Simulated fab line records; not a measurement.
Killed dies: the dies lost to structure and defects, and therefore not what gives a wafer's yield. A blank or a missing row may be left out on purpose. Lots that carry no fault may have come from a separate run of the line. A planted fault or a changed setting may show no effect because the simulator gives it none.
One fault through the eyes of 2 desks	flow nand harc	what lay behind the numbers comes last; until then each desk has only its own

== AT THE METROLOGY DESK ==
What the gauges read for every lot (on any tool): the sampled wafers with a number, averaged. The brackets show how far a lot's mean lies from the usual mean; more than 4 standard deviations puts the lot out of limits, marked OUT.
Columns: A = thk nm at NHARC_A_ONON_D1_THK_MEAS_27, usual 998 nm
lot	first seen here	A
L188	day 8 07:04	996
L186	day 8 07:05	991
L187	day 8 15:11	1003
L190	day 8 15:23	1002
L189	day 8 23:19	1003
L191	day 8 23:19	1003
L192	day 9 13:13	975
L193	day 9 23:43	1001
L197	day 11 04:48	996
L199	day 11 05:01	1018
L200	day 12 02:56	977
L203	day 12 11:43	1006
L206	day 12 22:31	998
L209	day 13 10:46	995
This desk found nothing out of limits on any of the 14 lots.

== THE TOOL OWNER'S DESK: rie diel-12 ==
The tool's own readings at NHARC_A_CHANNEL_HOLE_D1_ETCH_34 (etches the open film in CF4/CHF3, target depth 154 nm, time 77 s): means of the sampled wafers that have a number, for each lot that ran on this tool. The brackets show how far a lot's mean lies from the usual mean; more than 4 standard deviations puts the lot out of limits, marked OUT.
Columns: A = drypump motor current A at NHARC_A_CHANNEL_HOLE_D1_ETCH_34, usual 5.6 A; B = oes product au at NHARC_A_CHANNEL_HOLE_D1_ETCH_34, usual 0.933 a.u.; C = rf fwd power W at NHARC_A_CHANNEL_HOLE_D1_ETCH_34, usual 495.3 W; D = rf vpp V at NHARC_A_CHANNEL_HOLE_D1_ETCH_34, usual 370.9 V; E = showerhead plenum p Torr at NHARC_A_CHANNEL_HOLE_D1_ETCH_34, usual 1.58 Torr; F = throttle valve pct at NHARC_A_CHANNEL_HOLE_D1_ETCH_34, usual 16.804 %
lot	first seen here	A	B	C	D	E	F
L188	day 8 17:59	5.1	0.919	496.8	371.8	1.63	16.804
L187	day 8 22:20	5.3	0.970	495.1	371.6	1.60	16.798
L190	day 9 00:13	5.3	0.929	494.6	372.0	1.60	16.811
L191	day 9 06:19	5.8	0.926	495.1	371.3	1.62	16.799
L193	day 10 04:40	5.8	0.949	494.5	372.6	1.64	16.799
L197	day 11 09:22	5.3	0.713 (-10) OUT	296.0 (-99 or more) OUT	371.6	1.60	16.794
L200	day 12 07:28	5.3	0.699 (-11) OUT	296.2 (-99 or more) OUT	371.5	1.60	16.814
Finding of this desk: L197, L200 out of limits; the first was L197 at day 11 09:22, on oes product au at NHARC_A_CHANNEL_HOLE_D1_ETCH_34. Within limits: L188, L187, L190, L191, L193.

== TAKEN TOGETHER ==
An alarm could have come from the tool owner's desk at day 11 09:22, on L197, L200.
At the metrology desk, nothing out of limits was observed.
The metrology desk has L197, L200 on record, within its limits.
Every lot named ran NHARC_A_CHANNEL_HOLE_D1_ETCH_34 on rie diel-12.

== WHAT WAS PUT IN BY THE SIMULATOR ==
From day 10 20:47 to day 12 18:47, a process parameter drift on rie diel-12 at NHARC_A_CHANNEL_HOLE_D1_ETCH_34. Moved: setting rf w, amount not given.
Lots struck among those shown: L197, L200.
Delay in hours, fault start to first out-of-limits reading, by desk: the tool owner's desk at 13.
